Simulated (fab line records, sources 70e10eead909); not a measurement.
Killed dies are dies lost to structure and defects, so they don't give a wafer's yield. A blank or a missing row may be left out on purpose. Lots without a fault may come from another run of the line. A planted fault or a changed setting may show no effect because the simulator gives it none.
Chamber matching | flow nand_harc | NHARC_A_CONTACT_ETCH_91 on rie_diel-11: 4 sister chambers
The step etches the open film in CH3F/O2, target depth 40 nm, time 85.7 s. 8 wafers are shown with their chamber, then 9 later ones without.

WAFERS WITH THEIR CHAMBER
wafer  | chamber | showerhead_plenum_p_Torr (Torr) | drypump_motor_current_A (A)
L162.5 | 3       | 2.65                            | 5.7
L162.6 | 2       | 2.53                            | 5.7
L165.3 | 3       | 2.65                            | 5.8
L165.4 | 1       | 2.65                            | 5.8
L165.5 | 0       | 2.52                            | 5.5
L164.1 | 2       | 2.53                            | 5.7
L164.4 | 1       | 2.65                            | 5.7
L164.5 | 0       | 2.51                            | 5.5

WAFERS WITHOUT THEIR CHAMBER
wafer  | showerhead_plenum_p_Torr (Torr) | drypump_motor_current_A (A)
L167.2 | 2.65                            | 5.8
L167.4 | 2.65                            | 5.8
L167.5 | 2.53                            | 5.7
L172.1 | 2.65                            | 5.8
L172.3 | 2.51                            | 5.6
L172.4 | 2.53                            | 5.7
L173.2 | 2.65                            | 5.8
L173.4 | 2.51                            | 5.5
L173.5 | 2.65                            | 5.7

WHICH CHAMBER EACH WENT THROUGH
wafer  | from the rows above     | in truth
L167.2 | can't be placed: 1 or 3 | 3
L167.4 | can't be placed: 1 or 3 | 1
L167.5 | 2                       | 2
L172.1 | can't be placed: 1 or 3 | 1
L172.3 | 0                       | 0
L172.4 | 2                       | 2
L173.2 | can't be placed: 1 or 3 | 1
L173.4 | 0                       | 0
L173.5 | can't be placed: 1 or 3 | 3
Placed correctly: 4 of 9. Can't be placed from these rows: 5 (the true chamber is among the candidates in 5). Placed wrongly: 0.
How it was worked out, from the rows above alone: a wafer's distance from a chamber is the root of the sum, over the readings, of the square of ((its reading less the chamber's mean) divided by the reading's scatter). The wafer belongs to the nearest chamber; if the next one is less than 2 further off, it can't be placed. A chamber's mean is the mean of its shown wafers. The scatter: the root of (the sum of the squares of (reading less its chamber's mean) over the shown wafers, divided by (wafers less chambers)).
